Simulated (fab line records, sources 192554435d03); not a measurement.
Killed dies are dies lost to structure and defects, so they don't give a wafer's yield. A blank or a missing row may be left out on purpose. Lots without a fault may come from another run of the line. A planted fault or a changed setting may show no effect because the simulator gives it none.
A struck lot beside a sound one | flow n5_finfet | 16 steps out of a route of 1938
Sound: wafers L830.1, L830.4, L830.5. Struck: wafer L835.1. (L835.2, L835.4 of the same lot were not struck and are left out.) The cause comes at the end.
At each step with rows: each side's tool, then ch and its chambers, then its first start. Under that, the readings that differ: sound wafers | struck wafers | difference of the means | sigmas: that difference in standard deviations of wafers without a fault.
alike: readings whose means differ by less than 2 such deviations, and words and numbers that are the same on both sides. not compared: withheld readings, readings that some wafer has no value for, bounds like >300 that may hide the same value, and numbers for which the record gives no deviation and whose values overlap.
The two part at a step that has a row with sigmas, a row that says differs or no value, or rows on one side only. Numbers that don't overlap but have no deviation are shown without sigmas and don't part them. A reading that every wafer of one side lacks parts them only if that side has two wafers or more.

first, 1 step without rows for these wafers: N5_FIN_SAQP_ETCH_69 (etches SOC in N2/H2, stops on SiNx, target depth 150 nm).
N5_FIN_SAQP_ETCH_67: etches SiNx in CH3F/O2, target depth 30 nm.
  sound on rie_diel-05 ch 1,2,3, day 3 19:38; struck on rie_diel-03 ch 1, day 5 07:25
  reading               | sound          | struck | difference | sigmas
  oes_product_au (a.u.) | 0.69 0.79 0.72 | 0.94   | +0.21      | +3
  alike: chamber_pressure_mTorr, drypump_motor_current_A, rf_vpp_V, showerhead_plenum_p_Torr, throttle_valve_pct
  not compared: rf_hours_counter_h
N5_FIN_SAQP_STRIP_70: strips in N2/H2.
  sound on rie_diel-05 ch 1,2,3, day 3 19:41; struck on rie_diel-03 ch 1, day 5 07:28
  reading               | sound          | struck | difference | sigmas
  oes_product_au (a.u.) | 0.69 0.79 0.71 | 0.94   | +0.21      | +3
  alike: bias_power_w, chamber_pressure_mTorr, drypump_motor_current_A, n2_flow_sccm, rf_vpp_V, showerhead_plenum_p_Torr, throttle_valve_pct
  not compared: rf_hours_counter_h
N5_FIN_SAQP_RECESS_71: chemistry HF/NH3, target SiO2, target depth 3 nm, afs cycles 1, sublimation time 60 s.
  sound on vapor_etch-02 ch 0,1, day 3 19:44; struck on vapor_etch-02 ch 1, day 5 07:31
  alike: drypump_motor_current_A
then, 1 step without rows for these wafers: N5_FIN_SAQP_SPACER2_ALD_28 (deposits SiO2, target thk 8.1 nm, pulse time 1 s, purge time 2 s).
N5_FIN_SAQP_SPACER2_ETCHBACK_29: etches SiO2 in CHF3/O2, target depth 12.2 nm, time 6.1 s.
  sound on rie_diel-01 ch 0,2,3, day 3 20:13; struck on rie_diel-03 ch 1, day 5 08:16
  reading               | sound          | struck | difference | sigmas
  oes_product_au (a.u.) | 0.78 0.70 0.77 | 0.93   | +0.18      | +2
  alike: chamber_pressure_mTorr, drypump_motor_current_A, rf_vpp_V, showerhead_plenum_p_Torr, throttle_valve_pct
  not compared: rf_hours_counter_h
then, 1 step without rows for these wafers: N5_FIN_SAQP_MANDREL2_REMOVE_60 (chemistry HBr/Cl2/O2, target a-Si, stops on SiNx, bt time 10 s).
N5_FIN_SAQP_CD_MEAS_31: target cd 8 nm.
  sound on cd_sem-03 ch 0, day 3 20:24; struck on cd_sem-01 ch 0, day 5 08:28
  alike: cd_nm
then, 2 steps without rows for these wafers: N5_FIN_SAQP_HM_OPEN_33 (chemistry CH3F/O2, target SiNx, target depth 49.4 nm, time 70.6 s); N5_FIN_SAQP_ETCH_34 (etches SiO2 in C4F6/O2, target depth 45 nm, time 15 s).
N5_FIN_SAQP_STRIP_77: strips in N2/H2, time 90 s.
  sound on rie_diel-05 ch 0,2,3, day 3 20:43; struck on rie_diel-03 ch 0, day 5 08:37
  reading                | sound             | struck | difference | sigmas
  bias_power_w (W)       | 2.987 3.009 3.007 | 2.978  | -0.023     | -2
  oes_product_au (a.u.)  | 0.74 0.69 0.71    | 0.94   | +0.23      | +3
  rf_vpp_V (V)           | 45.1 44.4 46.0    | 47.2   | +2.0       | +3
  throttle_valve_pct (%) | 12.08 12.69 12.50 | 11.91  | -0.51      | -2
  alike: chamber_pressure_mTorr, drypump_motor_current_A, n2_flow_sccm, showerhead_plenum_p_Torr
  not compared: rf_hours_counter_h
N5_FIN_SAQP_HM_CD_35: target cd 8 nm.
  sound on cd_sem-02, day 3 20:50; struck on cd_sem-02, day 5 08:44
  alike: cd_nm
N5_FIN_SAQP_ETCH_64: etches SiO2 in CF4, target depth 1.5 nm.
  sound on rie_si-06 ch 1,2, day 3 20:53; struck on rie_si-06 ch 3, day 5 08:47
  reading                  | sound             | struck | difference | sigmas
  oes_product_au (a.u.)    | 0.986 0.978 0.972 | 0.835  | -0.144     | -10
  model.etch.depth_nm (nm) | 1.474 1.459 1.454 | 1.118  | -0.344     |
  alike: chamber_pressure_mTorr, drypump_motor_current_A, throttle_valve_pct
  not compared: rf_hours_counter_h
then, 1 step without rows for these wafers: N5_FIN_SAQP_FIN_ETCH_36 (etches the open film in HBr/Cl2/O2, target depth 120 nm, time 50.4 s).
-- the record jumps here: 6 days lie between the struck wafers' starts before and after (it left off in module FIN_SAQP and takes up again in module BEOL_M4, whose first step shown is number 1111 of the route) --
N5_BEOL_M4_RC_MEAS_101:
  sound on prober-01 ch 0, day 9 21:21; struck on prober-01 ch 0, day 10 23:15
  alike: DIBL_N, DIBL_P, IOFF_N, IOFF_P, ION_N, ION_P, SS_N, SS_P, VT_N, VT_P
-- the record jumps here: 4 days lie between the struck wafers' starts before and after (it left off in module BEOL_M4 and takes up again in module PASSIVATION, whose first step shown is number 1936 of the route) --
N5_PASSIVATION_PROBE_49:
  the record has rows for the struck wafers here (prober-02, day 15 00:26) and none for the sound ones

WHERE THEY PART
First at N5_FIN_SAQP_ETCH_67; last, within this record, at N5_PASSIVATION_PROBE_49.

WHY: what the simulator had put in
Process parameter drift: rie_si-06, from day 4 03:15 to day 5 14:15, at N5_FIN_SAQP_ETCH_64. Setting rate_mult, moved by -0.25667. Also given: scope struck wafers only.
